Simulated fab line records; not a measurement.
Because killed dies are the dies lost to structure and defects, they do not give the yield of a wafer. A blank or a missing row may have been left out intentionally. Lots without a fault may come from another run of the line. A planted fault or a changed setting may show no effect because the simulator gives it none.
Which tool is to blame?    flow nand harc    12 lots, 36 wafers sampled, at 6 steps of a route of 1302

## WHAT EACH GAUGE READ, for each wafer
NHARC_A_ONON_D1_THK_MEAS_21: measures by ellipsometry.
lot   measured      on             thk nm (nm)
L447  day 8 05:19   film metro-01  983 983 982
L449  day 9 04:38   film metro-02  1013 1010 1011
L452  day 10 10:59  film metro-02  997 997 996
L453  day 10 10:59  film metro-01  977 977 978
L455  day 11 23:13  film metro-01  984 985 987
L456  day 12 07:14  film metro-02  997 997 996
L460  day 14 04:41  film metro-02  999 1001 999
L464  day 15 05:07  film metro-02  1148 1152 1152
L465  day 16 00:34  film metro-01  1151 1154 1153
L467  day 16 16:43  film metro-01  1003 1004 1003
L468  day 16 21:07  film metro-01  1003 1003 1003
L469  day 17 15:04  film metro-02  998 997 998

NHARC_END_SORT_01.
lot   measured      on         killed at array  killed at other  killed at periphery  killed dies  killed open  killed short
L449  day 25 04:51  prober-01  48 43            0 0              4 0                  52 43        2 5          4 1
L453  day 26 12:09  prober-02  107 105 99       2 0 0            2 0 1                111 105 100  6 7 5        1 1 2
L455  day 27 23:22  prober-02  32 40 41         2 1 0            8 6 5                42 47 46     5 1 3        2 3 1
L456  day 28 12:00  prober-02  95 97 82         2 2 0            1 2 1                98 101 83    2 2 3        3 3 3

## EACH LOT AND THE TOOL THAT RAN IT (in order: tool; ch and the chambers of the sampled wafers; start)
lot   NHARC_P_BONDPAD_ANNEAL_28         NHARC_A_ZERO_WELL_ETCH_19           NHARC_A_ONON_D1_DEP_19            NHARC_A_CHANNEL_HOLE_D1_DEP_01
L447  rtp anneal-01 ch 0, day 6 19:25   rie diel-06 ch 0,2,3, day 6 21:52   pecvd onon-03 ch 0, day 8 04:49   pecvd-01 ch 0,2, day 8 12:02
L449  rtp anneal-02 ch 0, day 7 13:34   rie diel-06 ch 2,3, day 7 15:58     pecvd onon-03 ch 0, day 9 04:11   pecvd-01 ch 0,2, day 9 12:21
L452  rtp anneal-02 ch 0, day 9 00:34   rie diel-06 ch 0,1,2, day 9 02:58   pecvd onon-01 ch 0, day 10 10:32  pecvd-04 ch 1,2, day 10 15:55
L453  rtp anneal-01 ch 0, day 9 02:28   rie diel-06 ch 1,3, day 9 04:47     pecvd onon-02 ch 0, day 10 10:35  pecvd-03 ch 1,2, day 10 15:41
L455  rtp anneal-02 ch 0, day 10 10:10  rie diel-12 ch 0,2,3, day 10 12:45  pecvd onon-01 ch 0, day 11 22:42  pecvd-04 ch 0,1,2, day 12 03:27
L456  rtp anneal-01 ch 0, day 10 15:10  rie diel-06 ch 0,2,3, day 10 17:38  pecvd onon-02 ch 0, day 12 06:50  pecvd-01 ch 0,2, day 12 13:11
L460  rtp anneal-01 ch 0, day 12 17:00  rie diel-06 ch 0,2, day 12 19:28    pecvd onon-03 ch 0, day 14 04:11  pecvd-03 ch 0,1, day 14 09:01
L464  rtp anneal-02 ch 0, day 13 18:13  rie diel-12 ch 0,1, day 13 20:40    pecvd onon-02 ch 0, day 15 04:37  pecvd-03 ch 0,1,2, day 15 09:20
L465  rtp anneal-02 ch 0, day 14 07:44  rie diel-12 ch 1,2, day 14 10:03    pecvd onon-02 ch 0, day 16 00:04  pecvd-04 ch 0,2, day 16 05:43
L467  rtp anneal-01 ch 0, day 15 03:14  rie diel-06 ch 0,1,3, day 15 05:41  pecvd onon-03 ch 0, day 16 16:13  pecvd-04 ch 0,1, day 16 21:02
L468  rtp anneal-02 ch 0, day 15 09:34  rie diel-01 ch 0,1,3, day 15 11:54  pecvd onon-01 ch 0, day 16 20:37  pecvd-04 ch 0,1,2, day 17 03:22
L469  rtp anneal-01 ch 0, day 16 01:38  rie diel-12 ch 1,2,3, day 16 04:03  pecvd onon-03 ch 0, day 17 14:37  pecvd-03 ch 1,2, day 17 19:25
- NHARC_P_BONDPAD_ANNEAL_28: time 90 s.
- NHARC_A_ZERO_WELL_ETCH_19: etches the open film in N2/H2, target depth 80 nm, overetch 24 nm, time 87.88 s.
- NHARC_A_ONON_D1_DEP_19: target thk 1000 nm.
- NHARC_A_CHANNEL_HOLE_D1_DEP_01: deposits SiON, target thk 140 nm.

## AS READ BY THE TOOLS THEMSELVES (means over the sampled wafers that have a number; for cases with no such wafer, the mark the record gives instead)
NHARC_P_BONDPAD_ANNEAL_28.
lot   tool           anneal temp c max  wafer_temp_C_max
L447  rtp anneal-01  225.8              226.6
L449  rtp anneal-02  226.1              226.2
L452  rtp anneal-02  226.0              226.4
L453  rtp anneal-01  225.6              226.5
L455  rtp anneal-02  225.9              226.3
L456  rtp anneal-01  225.7              226.6
L460  rtp anneal-01  225.5              226.7
L464  rtp anneal-02  226.5              226.1
L465  rtp anneal-02  226.2              226.7
L467  rtp anneal-01  225.7              227.4
L468  rtp anneal-02  226.3              226.2
L469  rtp anneal-01  225.6              226.4

NHARC_A_ZERO_WELL_ETCH_19.
lot   tool         chamber pressure mTorr (mTorr)  drypump motor current A (A)  h2 flow sccm (sccm)  oes product au (a.u.)  rf fwd power W (W)  rf vpp V (V)  showerhead plenum p Torr (Torr)  throttle valve pct (%)
L447  rie diel-06  30.007                          5.6                          150.5                1.026                  398.7               429           1.99                             14.166
L449  rie diel-06  30.013                          5.5                          149.9                1.021                  397.4               431           2.08                             14.171
L452  rie diel-06  30.021                          5.5                          150.1                1.009                  398.8               428           1.95                             14.168
L453  rie diel-06  30.009                          5.4                          150.2                1.022                  396.6               433           2.13                             14.167
L455  rie diel-12  30.015                          5.6                          150.7                1.002                  398.0               431           2.07                             14.169
L456  rie diel-06  30.003                          5.6                          149.9                1.012                  398.0               430           1.99                             14.177
L460  rie diel-06  29.964                          5.6                          150.3                1.029                  397.6               427           1.90                             14.174
L464  rie diel-12  29.993                          5.5                          150.2                0.998                  396.9               434           2.15                             14.168
L465  rie diel-12  29.989                          5.6                          150.0                1.002                  397.7               432           2.08                             14.170
L467  rie diel-06  30.012                          5.4                          149.4                0.995                  396.1               430           2.03                             14.176
L468  rie diel-01  29.991                          5.3                          150.4                0.982                  398.3               430           2.05                             14.175
L469  rie diel-12  30.004                          5.8                          150.1                1.002                  398.0               432           2.07                             14.172

NHARC_A_CHANNEL_HOLE_D1_DEP_01.
lot   tool      heater power outer w (W)  heater power w (W)  rf fwd power W (W)
L447  pecvd-01  432                       686                 348.8
L449  pecvd-01  400                       638                 347.3
L452  pecvd-04  418                       683                 347.4
L453  pecvd-03  522                       829                 349.8
L455  pecvd-04  459                       743                 349.4
L456  pecvd-01  400                       654                 347.9
L460  pecvd-03  451                       719                 346.7
L464  pecvd-03  484                       785                 348.2
L465  pecvd-04  533                       849                 348.0
L467  pecvd-04  412                       655                 349.3
L468  pecvd-04  435                       700                 348.0
L469  pecvd-03  469                       758                 348.8

## THE ANSWER, worked out from the rows above alone
Rule: what is usual is taken from the lots themselves. The widest of any qualifying gaps counts: lots, ordered by their means at a reading, are off when they make up no more than a third of the lots, leave a main group of 4 or more, and stand apart from it by 3 or more times the standard deviation of that group's means. A main group is skipped when, at the precision printed for the reading in the tables above, its means are all equal. Also off: a lot with no number at a reading for which 4 or more lots have one. The other lots that the step has rows for count as sound. First the gauges in route order, then the tools' own readings, where a lot's mean is used as printed above. At the first step where some lot is off, the reading lying furthest off is the one used; lots without a number count as furthest.
Off: L464, L465, at NHARC_A_ONON_D1_THK_MEAS_21 (thk nm). Main group: mean 995 nm, sd 10.
A tool fits if, at a process step before that reading, it ran every lot that is off, and no sound lot after the first of them. Gauges at NHARC_A_ONON_D1_THK_MEAS_21: tried the same way as those tools. One candidate fits, namely pecvd onon-02 at NHARC_A_ONON_D1_DEP_19. A fault onset in the window from L456 (day 12 06:50, its last sound lot) to L464 (day 15 04:37, its first lot off) fits.

## WHAT THE SIMULATOR HAD PUT IN
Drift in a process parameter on pecvd onon-02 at NHARC_A_ONON_D1_DEP_19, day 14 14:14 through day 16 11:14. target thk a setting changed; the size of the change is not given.
Shown lots that were struck: L464, L465. The rule above reached the same finding.
